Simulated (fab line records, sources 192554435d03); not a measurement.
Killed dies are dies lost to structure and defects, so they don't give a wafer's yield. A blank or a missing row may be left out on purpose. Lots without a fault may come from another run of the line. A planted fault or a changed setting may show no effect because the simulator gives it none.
One fault seen from 3 desks | flow n5_finfet | each desk has only its own numbers; what lay behind them comes last

THE DEFECT DESK
What the inspections along the route counted, lot by lot: means of the sampled wafers that have a number. A lot is out of limits, marked OUT, if its mean lies more than 4 standard deviations from the usual mean; the brackets give that distance.
Columns: A = raw_defect_count at N5_BEOL_M1_INSPECT_59, usual 73; B = raw_defect_count at N5_BEOL_M2_INSPECT_13, usual 392
lot  | first seen here | A              | B
L991 | day 8 03:01     | 55             | 307
L996 | day 9 15:25     | 1531 (+61) OUT | 1950 (+20) OUT
L997 | day 9 18:40     | 1490 (+59) OUT | 1788 (+18) OUT
L105 | day 11 20:58    | 59             | 358
This desk's finding: out of limits on L996, L997; first on L996, day 9 15:25 (raw_defect_count at N5_BEOL_M1_INSPECT_59). In limits: L991, L105.

THE METROLOGY DESK
What the gauges read, lot by lot, whatever tool the lot ran on: means of the sampled wafers that have a number. A lot is out of limits, marked OUT, if its mean lies more than 4 standard deviations from the usual mean; the brackets give that distance. Of its 10 readings 7 are shown: those that lie furthest out on some lot.
Columns: A = DIBL_N at N5_BEOL_M4_RC_MEAS_101, usual 36.4 mV/V; B = DIBL_P at N5_BEOL_M4_RC_MEAS_101, usual 36.6 mV/V; C = IOFF_N at N5_BEOL_M4_RC_MEAS_101, usual 0.155 nA/um; D = IOFF_P at N5_BEOL_M4_RC_MEAS_101, usual 0.211 nA/um; E = ION_P at N5_BEOL_M4_RC_MEAS_101, usual 462 uA/um; F = VT_N at N5_BEOL_M4_RC_MEAS_101, usual 250.1 mV; G = VT_P at N5_BEOL_M4_RC_MEAS_101, usual -250.1 mV
lot  | first seen here | A    | B    | C     | D     | E   | F     | G
L991 | day 9 16:32     | 37.7 | 39.2 | 0.182 | 0.247 | 464 | 247.1 | -247.3
L996 | day 10 20:40    | 36.8 | 35.3 | 0.163 | 0.239 | 471 | 247.9 | -245.0
L997 | day 11 04:12    | 36.7 | 34.9 | 0.138 | 0.187 | 459 | 251.7 | -252.9
L105 | day 13 15:58    | 38.4 | 39.7 | 0.178 | 0.242 | 464 | 249.9 | -247.3
This desk's finding: nothing out of limits on any of the 4 lots.

THE TOOL OWNER'S DESK: cmp-04
The tool's own readings at N5_BEOL_M1_CMP_52 (polishes, stops on SiOC, t overpolish 6.8 s, target thk 40 nm): means of the sampled wafers that have a number, for each lot that ran on this tool. A lot is out of limits, marked OUT, if its mean lies more than 4 standard deviations from the usual mean; the brackets give that distance.
Columns: A = barrier_field_endpoint_s at N5_BEOL_M1_CMP_52, usual 24.7 s; B = motor_current_A at N5_BEOL_M1_CMP_52, usual 5.9 A; C = overpolish_run_s at N5_BEOL_M1_CMP_52, usual 6.801 s; D = retaining_ring_pressure_frac at N5_BEOL_M1_CMP_52, usual 1.000; E = time_to_endpoint_s at N5_BEOL_M1_CMP_52, usual 62.7 s
lot  | first seen here | A    | B   | C     | D     | E
L991 | day 8 02:28     | 25.2 | 6.4 | 6.805 | 0.998 | 64.5
L996 | day 9 14:49     | 24.4 | 5.5 | 6.795 | 1.000 | 63.1
L997 | day 9 18:07     | 24.2 | 6.1 | 6.788 | 1.001 | 62.4
This desk's finding: nothing out of limits on any of the 3 lots.

PUT TOGETHER
The defect desk could have raised an alarm at day 9 15:25, on L996, L997.
The metrology desk saw nothing out of limits.
The tool owner's desk saw nothing out of limits.
The metrology desk has L996, L997 on record, within its limits.
The tool owner's desk has L996, L997 on record, within its limits.
Of the lots named, all ran N5_BEOL_M1_CMP_52 on cmp-04.

WHAT THE SIMULATOR HAD PUT IN
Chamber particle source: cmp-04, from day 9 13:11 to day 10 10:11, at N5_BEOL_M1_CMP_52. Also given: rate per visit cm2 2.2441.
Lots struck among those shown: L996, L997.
Hours from the fault's start to each desk's first reading out of limits: the defect desk, 2.
